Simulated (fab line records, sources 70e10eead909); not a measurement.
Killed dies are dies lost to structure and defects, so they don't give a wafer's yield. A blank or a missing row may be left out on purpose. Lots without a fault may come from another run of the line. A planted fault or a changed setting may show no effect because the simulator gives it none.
fab line records | flow nand_harc
record lots=13 wafers=39 last_day=34
route steps=1302 shown A_CHANNEL_FILL_D1@517 A_DECK1_JOINT@530 A_ONON_D2@547 END@1302
lots that met no fault: from a run of the same line without faults
start_h: hours from the record's first day to the start of the lot's first wafer shown | wait_h: hours since the lot's step before | " the same as in the row above | L1.1+2: a row that stands for several wafers | - no value, or no start given | * or withheld: withheld | < > ~ a bound
route shown NAME@n: a module of which the file shows steps, and the number in the route of the first | usual: mean/standard deviation of fault-free wafers | same: alike in all rows | chamber/n: place in a boat | sites: the reading at each site | _std_site: their standard deviation | _edge_site: outer sites' mean less inner sites' | radius_mm: how far each site lies from the wafer's centre | mask NAME#n: copy n | behind: the tool/chamber that last shaped the wafer | hold: why the lot was held/for how many hours/how that ended | device: the transistor (n, p or np) that didn't switch | end of line: the same wafers' tests at the end of the route | a step without rows: its recipe alone | killed: dies lost to structure and defects at the first sort, not the wafer's yield | map: a wafer's dies, x killed, . not, _ none there
set.NAME: the setting as run; set.NAME@STEP: as run at that earlier step | model.NAME: the simulator's own value behind a step, which no gauge read
steps of the route over a sample of lots; a table a step, a row a wafer
services: from which hour (start_h, from the record's first day; less than 0 if before it) a tool's chamber was out of use, for how many hours, and why
## steps
# step NHARC_A_CHANNEL_FILL_D1_INSPECT_13
# usual raw_defect_count=288/100
# columns lot.wafer tool chamber start_h wait_h raw_defect_count
L801.2 defect_inspect-02 - 244.10 0.0 211
L801.3 " - " " 487
L801.5 " - " " 272
L802.1 defect_inspect-02 - 256.87 0.0 329
L802.4 " - " " 329
L802.6 " - " " 264
L805.1 defect_inspect-01 - 296.07 0.0 404
L805.3 " - " " 313
L805.5 " - " " 285
L804.2 defect_inspect-02 - 296.08 0.0 365
L804.3 " - " " 405
L804.4 " - " " 317
L806.1 defect_inspect-01 - 299.62 0.0 233
L806.2 " - " " 152
L806.4 " - " " 221
L808.3 defect_inspect-02 - 314.38 0.0 229
L808.4 " - " " 557
L808.5 " - " " 614
L809.1 defect_inspect-02 - 314.38 0.0 131
L809.4 " - " " 193
L809.5 " - " " 189
L814.1 defect_inspect-01 - 372.35 0.0 272
L814.3 " - " " 257
L814.5 " - " " 284
L815.4 defect_inspect-01 - 388.13 4.2 256
L815.5 " - " " 233
L815.6 " - " " 269
L820.4 defect_inspect-02 - 447.53 0.0 356
L820.5 " - " " 340
L820.6 " - " " 268
L821.2 defect_inspect-01 - 450.91 0.0 161
L821.3 " - " " 144
L821.4 " - " " 255
L823.1 defect_inspect-01 - 460.48 0.0 329
L823.2 " - " " 213
L823.3 " - " " 229
L824.3 defect_inspect-02 - 483.82 0.0 567
L824.5 " - " " 334
L824.6 " - " " 332
# step NHARC_A_DECK1_JOINT_ETCHBACK_00
# recipe target_depth_a=300 time_s=17.4 hbr_flow_sccm=150 rf_w=350 icp_w=350 bias_w=60 chemistry=HBr
# usual drypump_motor_current_A=5.9/0.55 oes_product_au=1.002/0.0097 throttle_valve_pct=23.266/0.0092
# columns lot.wafer tool chamber start_h wait_h drypump_motor_current_A oes_product_au rf_hours_counter_h throttle_valve_pct
L801.2 rie_si-03 3 254.89 0.1 5.0 1.011 0.15 23.245
L801.3 " 0 " " 5.1 1.008 0.15 23.243
L801.5 " 1 " " 6.6 0.996 - 23.272
L802.1 rie_si-03 2 267.47 0.1 6.0 1.003 0.22 23.264
L802.4 " 3 " " 5.0 1.012 0.19 23.265
L802.6 " 2 " " 6.0 1.000 - 23.273
L805.1 rie_si-03 3 306.81 0.1 5.0 1.010 0.41 23.278
L805.3 " 1 " " 6.6 0.995 0.40 23.261
L805.5 " 3 " " 5.0 1.006 - 23.271
L804.4 rie_si-03 1 306.96 0.1 6.6 0.997 0.42 23.260
L804.3 " 3 " " 5.0 1.010 0.45 23.264
L804.2 " 0 " " 5.1 1.013 0.40 23.275
L806.2 rie_si-04 3 310.19 0.1 5.9 1.012 0.91 23.263
L806.4 " 0 " " 6.2 1.008 0.80 23.277
L806.1 " 1 " " 5.5 1.002 0.75 23.258
L808.4 rie_si-04 2 325.18 0.1 6.1 0.976 0.92 23.265
L808.3 " 3 " " 5.9 0.997 0.99 23.270
L808.5 " 2 " " 6.1 0.992 - 23.262
L809.4 rie_si-03 1 325.20 0.1 6.6 1.008 0.52 23.271
L809.1 " 3 " " 5.0 1.013 0.58 23.273
L809.5 " 0 " " 5.1 1.027 - 23.262
L814.1 rie_si-03 1 383.02 0.1 6.6 0.986 0.78 23.264
L814.3 " 2 " " 6.0 1.008 0.88 23.263
L814.5 " 3 " " 5.0 1.009 - 23.256
L815.4 rie_si-04 1 398.89 0.1 5.5 0.988 0.28 23.274
L815.5 " 3 " " 5.9 0.996 - 23.281
L815.6 " 0 " " 6.2 1.001 - 23.278
L820.4 rie_si-03 3 458.17 0.1 5.0 1.001 0.35 23.286
L820.5 " 3 " " 5.0 1.005 - 23.265
L820.6 " 0 " " 5.1 0.995 - 23.273
L821.2 rie_si-05 2 461.69 0.1 6.8 1.012 0.92 23.246
L821.4 " 3 " " 6.5 1.005 0.93 23.272
L821.3 " 0 " " 5.9 1.020 1.05 23.274
L823.3 rie_si-04 2 471.19 0.1 6.1 0.994 0.87 23.272
L823.2 " 3 " " 5.9 0.995 0.83 23.272
L823.1 " 0 " " 6.3 1.001 0.76 23.264
L824.3 rie_si-03 1 495.96 0.1 6.6 0.993 0.45 23.261
L824.5 " 0 " " 5.1 0.986 - 23.269
L824.6 " 1 " " 6.6 0.992 - 23.278
# step NHARC_A_ONON_D2_DEP_03
# recipe target_thk_a=10000 n2_flow_sccm=2750 n2o_flow_sccm=2000 nh3_flow_sccm=500 sih4_flow_sccm=210 temp_c=400
# columns lot.wafer tool chamber start_h wait_h
L801.2+3+5 pecvd_onon-02 0 276.63 0.1
L802.1+4+6 pecvd_onon-03 0 295.02 0.1
L805.1+3+5 pecvd_onon-01 0 332.78 0.1
L804.2+3+4 pecvd_onon-02 0 333.02 0.1
L806.1+2+4 pecvd_onon-01 0 338.33 0.1
L809.1+4+5 pecvd_onon-03 0 349.26 0.1
L808.3+4+5 pecvd_onon-02 0 349.39 0.2
L814.1+3+5 pecvd_onon-02 0 415.89 0.1
L815.4+5+6 pecvd_onon-02 0 428.18 0.2
L820.4+5+6 pecvd_onon-02 0 489.70 0.2
L821.2+3+4 pecvd_onon-01 0 499.75 0.1
L823.1+2+3 pecvd_onon-01 0 501.36 0.1
L824.3+5+6 pecvd_onon-01 0 526.92 0.2
# step NHARC_A_ONON_D2_THK_MEAS_05
# recipe thk_meas_gauge=ellipsometry
# usual thk_nm=1001/9.8
# columns lot.wafer tool chamber start_h wait_h thk_nm
L801.2 film_metro-01 - 277.09 - 1000
L801.3 " - " " 1000
L801.5 " - " " 1003
L802.1 film_metro-01 - 295.53 - 994
L802.4 " - " " 994
L802.6 " - " " 995
L805.1 film_metro-02 - 333.29 - 997
L805.3 " - " " 999
L805.5 " - " " 999
L804.2 film_metro-01 - 333.48 - 1003
L804.3 " - " " 1004
L804.4 " - " " 1002
L806.1 film_metro-02 - 338.84 - 991
L806.2 " - " " 991
L806.4 " - " " 992
L809.1 film_metro-02 - 349.77 - 1008
L809.4 " - " " 1007
L809.5 " - " " 1006
L808.3 film_metro-01 - 349.79 - 1014
L808.4 " - " " 1011
L808.5 " - " " 1014
L814.1 film_metro-02 - 416.40 - 1029
L814.3 " - " " 1031
L814.5 " - " " 1031
L815.4 film_metro-02 - 428.53 - 1040
L815.5 " - " " 1038
L815.6 " - " " 1038
L820.4 film_metro-02 - 490.04 - 1020
L820.5 " - " " 1019
L820.6 " - " " 1018
L821.2 film_metro-01 - 500.21 - 1008
L821.3 " - " " 1006
L821.4 " - " " 1005
L823.1 film_metro-01 - 501.87 - 991
L823.2 " - " " 992
L823.3 " - " " 994
L824.3 film_metro-02 - 527.32 - 1001
L824.5 " - " " 1001
L824.6 " - " " 1002
# step NHARC_A_ONON_D2_THK_MEAS_24
# recipe thk_meas_gauge=ellipsometry
# usual thk_nm=999/9.4
# columns lot.wafer tool chamber start_h wait_h thk_nm
L801.2 film_metro-01 - 288.46 - 999
L801.3 " - " " 998
L801.5 " - " " 1000
L802.1 film_metro-02 - 307.81 - 986
L802.4 " - " " 986
L802.6 " - " " 986
L805.1 film_metro-02 - 343.47 - 1003
L805.3 " - " " 1003
L805.5 " - " " 1003
L804.2 film_metro-01 - 343.52 - 1025
L804.3 " - " " 1025
L804.4 " - " " 1024
L806.1 film_metro-01 - 349.03 - 990
L806.2 " - " " 991
L806.4 " - " " 989
L809.1 film_metro-01 - 360.88 - 995
L809.4 " - " " 996
L809.5 " - " " 995
L808.3 film_metro-02 - 360.88 - 1001
L808.4 " - " " 1003
L808.5 " - " " 1002
L814.1 film_metro-02 - 426.94 - 1005
L814.3 " - " " 1005
L814.5 " - " " 1004
L815.4 film_metro-01 - 439.01 - 996
L815.5 " - " " 997
L815.6 " - " " 998
L820.4 film_metro-02 - 501.57 - 1016
L820.5 " - " " 1017
L820.6 " - " " 1018
L823.1 film_metro-01 - 510.76 - 1006
L823.2 " - " " 1006
L823.3 " - " " 1007
L821.2 film_metro-02 - 510.76 - 988
L821.3 " - " " 987
L821.4 " - " " 988
L824.3 film_metro-01 - 537.52 - 1002
L824.5 " - " " 1003
L824.6 " - " " 1002
# step NHARC_END_SORT_01
# recipe temp_c=25
# usual killed_at_array=56/21 killed_at_other=0.8/1 killed_at_periphery=3.6/2.8 killed_dies=60/20 killed_open=3.2/1.9 killed_short=2.4/1.6
# same gross_dies=677
# columns lot.wafer tool chamber start_h wait_h killed_at_array killed_at_other killed_at_periphery killed_dies killed_open killed_short
L815.4 prober-01 0 710.75 3.4 57 0 2 59 2 0
L815.5 prober-01 0 711.54 3.7 104 0 5 109 1 1
L815.6 prober-01 0 712.33 4.0 90 1 4 95 3 2
# killed by level:class
L815.4 A_CHANNEL_HOLE_D1:chamber_film_flake=24 A_SLIT:chamber_film_flake=14 A_CHANNEL_HOLE_D2:chamber_film_flake=8 A_STAIRCASE:chamber_film_flake=8 P_M2:geometric_particle:open=1 A_ONON_D1:geometric_particle:open=1 P_M1:chamber_film_flake=1 A_DECK1_JOINT:chamber_film_flake=1
L815.5 A_SLIT:chamber_film_flake=42 A_CHANNEL_HOLE_D1:chamber_film_flake=37 A_CHANNEL_HOLE_D2:chamber_film_flake=11 A_STAIRCASE:chamber_film_flake=8 P_GATE:chamber_film_flake=2 A_CONTACT:chamber_film_flake=2 A_CHANNEL_HOLE_D2:geometric_particle:short=1 A_CHANNEL_FILL_D2:geometric_particle:open=1
L815.6 A_CHANNEL_HOLE_D1:chamber_film_flake=31 A_SLIT:chamber_film_flake=29 A_CHANNEL_HOLE_D2:chamber_film_flake=19 A_STAIRCASE:chamber_film_flake=4 P_ZERO_WELL:chamber_film_flake=2 A_ONON_D1:geometric_particle:open=1 A_CHANNEL_HOLE_D1:geometric_particle:short=1 A_DECK1_JOINT:geometric_particle:open=1
## services
# columns tool chamber start_h hours kind
pecvd_onon-01 - 269.08 13.0 pm
rie_si-05 0 277.08 1.1 repair
rie_si-05 3 285.93 2.5 repair
rie_si-03 0 291.86 3.8 repair
rie_si-03 3 291.94 4.1 repair
rie_si-05 - 305.00 9.0 pm
rie_si-04 - 342.00 9.0 pm
rie_si-04 0 364.05 8.1 repair
pecvd_onon-02 - 366.26 13.0 pm
rie_si-03 - 377.18 0.9 repair
pecvd_onon-01 - 382.15 1.1 repair
rie_si-03 - 398.00 9.0 pm
rie_si-03 0 398.00 9.0 vent_cycle
rie_si-03 1 398.00 9.0 vent_cycle
rie_si-05 1 407.78 2.5 repair
pecvd_onon-03 - 408.00 13.0 pm
rie_si-03 2 433.84 4.2 repair
rie_si-05 2 438.02 4.1 repair
rie_si-04 - 441.75 0.4 repair
pecvd_onon-01 - 450.38 13.0 pm
rie_si-05 - 482.00 9.0 pm
rie_si-05 2 514.35 5.0 repair
rie_si-04 - 519.00 9.0 pm
rie_si-05 2 522.11 8.0 repair
## key
first_sign step=NHARC_A_ONON_D2_THK_MEAS_05 reading=thk_nm direction=up sigmas=3.4 usual=1001 struck=1034
effect none on later readings
met_at NHARC_A_ONON_D2_DEP_03
struck_lots L814,L815
tester_left_out L814,L815
not_acting_at NHARC_A_CHANNEL_FILL_D1_INSPECT_13,NHARC_A_DECK1_JOINT_ETCHBACK_00,NHARC_A_ONON_D2_THK_MEAS_24
onset_between 349.39 415.89
fault kind=process_parameter_drift tool=pecvd_onon-02 chamber=- onset_h=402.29 steps=NHARC_A_ONON_D2_DEP_03 channel=target_thk_a offset=* shape=step end_h=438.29 acts_in=* stated=*
# tester_left_out: of these lots the tester's yield and bins aren't shown, on N5 and GAA mostly nor the transistor test; their killed dies are dies lost to structure and defects alone, not to doping, threshold or leakage, so they don't give the yield
